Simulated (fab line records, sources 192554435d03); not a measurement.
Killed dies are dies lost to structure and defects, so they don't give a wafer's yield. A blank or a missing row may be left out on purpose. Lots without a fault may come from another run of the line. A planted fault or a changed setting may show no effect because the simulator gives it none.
Chamber matching | flow n5_finfet | N5_BEOL_M8_ETCH_72 on rie_diel-04: 4 sister chambers
The step etches underlayer in N2/H2, target depth 6.5 nm, time 5.2 s. 4 wafers are shown with their chamber, then 7 later ones without.

WAFERS WITH THEIR CHAMBER
wafer  | chamber | drypump_motor_current_A (A)
L078.3 | 2       | 6.3
L080.3 | 3       | 5.1
L081.2 | 1       | 5.8
L081.3 | 0       | 5.8

WAFERS WITHOUT THEIR CHAMBER
wafer  | drypump_motor_current_A (A)
L081.4 | 5.1
L088.3 | 6.3
L088.4 | 5.7
L088.5 | 5.9
L097.1 | 5.8
L097.2 | 5.9
L097.5 | 5.9

WHICH CHAMBER EACH WENT THROUGH
wafer  | from the rows above     | in truth
L081.4 | 3                       | 3
L088.3 | 2                       | 2
L088.4 | can't be placed: 0 or 1 | 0
L088.5 | can't be placed: 0 or 1 | 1
L097.1 | can't be placed: 0 or 1 | 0
L097.2 | can't be placed: 0 or 1 | 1
L097.5 | can't be placed: 0 or 1 | 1
Placed correctly: 2 of 7. Can't be placed from these rows: 5 (the true chamber is among the candidates in 5). Placed wrongly: 0.
How it was worked out, from the rows above alone: a wafer's distance from a chamber is the root of the sum, over the readings, of the square of ((its reading less the chamber's mean) divided by the reading's scatter). The wafer belongs to the nearest chamber; if the next one is less than 2 further off, it can't be placed. A chamber's mean is the mean of its shown wafers. The scatter: with one shown wafer a chamber, the root of the mean of the squares of how far each hidden wafer lies from its nearest shown one.
